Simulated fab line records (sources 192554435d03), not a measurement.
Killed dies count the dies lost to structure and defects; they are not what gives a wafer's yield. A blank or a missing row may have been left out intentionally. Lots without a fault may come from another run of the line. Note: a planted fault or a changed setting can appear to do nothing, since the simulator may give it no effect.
Matching of chambers    flow n5_finfet    4 sister chambers for N5_MIM_TOP_ALD_00 on ald_hk-01
The step deposits Al2O3, purge time 3 s, co reactant pulse time 3 s. 16 wafers are shown with their chamber, then 8 later ones without.

== WAFERS, EACH WITH ITS CHAMBER ==
wafer   chamber  precursor_pulse_height_rel
L075.2  3        1.023
L075.3  0        1.023
L075.5  3        0.963
L080.1  0        1.024
L080.3  2        0.961
L080.6  3        0.995
L082.2  3        1.020
L082.3  0        0.979
L082.5  3        0.991
L089.1  3        0.994
L089.3  2        1.008
L089.6  1        1.011
L090.4  3        1.000
L090.5  2        0.981
L090.6  1        0.977
L095.2  3        1.044

SIGNATURES (means of the wafers above)
reading                     chamber 0  chamber 1  chamber 2  chamber 3  scatter within a chamber
precursor_pulse_height_rel  1.00867    0.99400    0.98333    1.00375    0.0246
Rule: distance of a wafer from a chamber = root of the sum over the readings of ((wafer's reading minus chamber's mean) / reading's scatter) squared. The wafer belongs to the nearest chamber; if the next one is less than 2 further off, it can't be placed. How the scatter is found: for the shown wafers, subtract from each reading the mean of its chamber, square and add these, divide the total by (wafers less chambers), then take the root.

== WAFERS WHOSE CHAMBER IS MISSING ==
wafer   precursor_pulse_height_rel
L095.3  1.003
L095.5  1.033
L092.2  0.988
L092.5  1.040
L092.6  1.022
L096.2  1.004
L096.3  1.040
L096.5  1.001

== CHAMBER TAKEN BY EACH ==
wafer   from the rows above                in truth
L095.3  can't be placed: 3 or 0 or 1 or 2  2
L095.5  can't be placed: 0 or 3 or 1 or 2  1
L092.2  can't be placed: 2 or 1 or 3 or 0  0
L092.5  can't be placed: 0 or 3 or 1 or 2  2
L092.6  can't be placed: 0 or 3 or 1 or 2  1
L096.2  can't be placed: 3 or 0 or 1 or 2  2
L096.3  can't be placed: 0 or 3 or 1 or 2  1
L096.5  can't be placed: 3 or 1 or 0 or 2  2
0 of 8 placed correctly. Not placeable from these rows: 8 (in 8, the candidates include the true chamber). 0 placed wrongly.
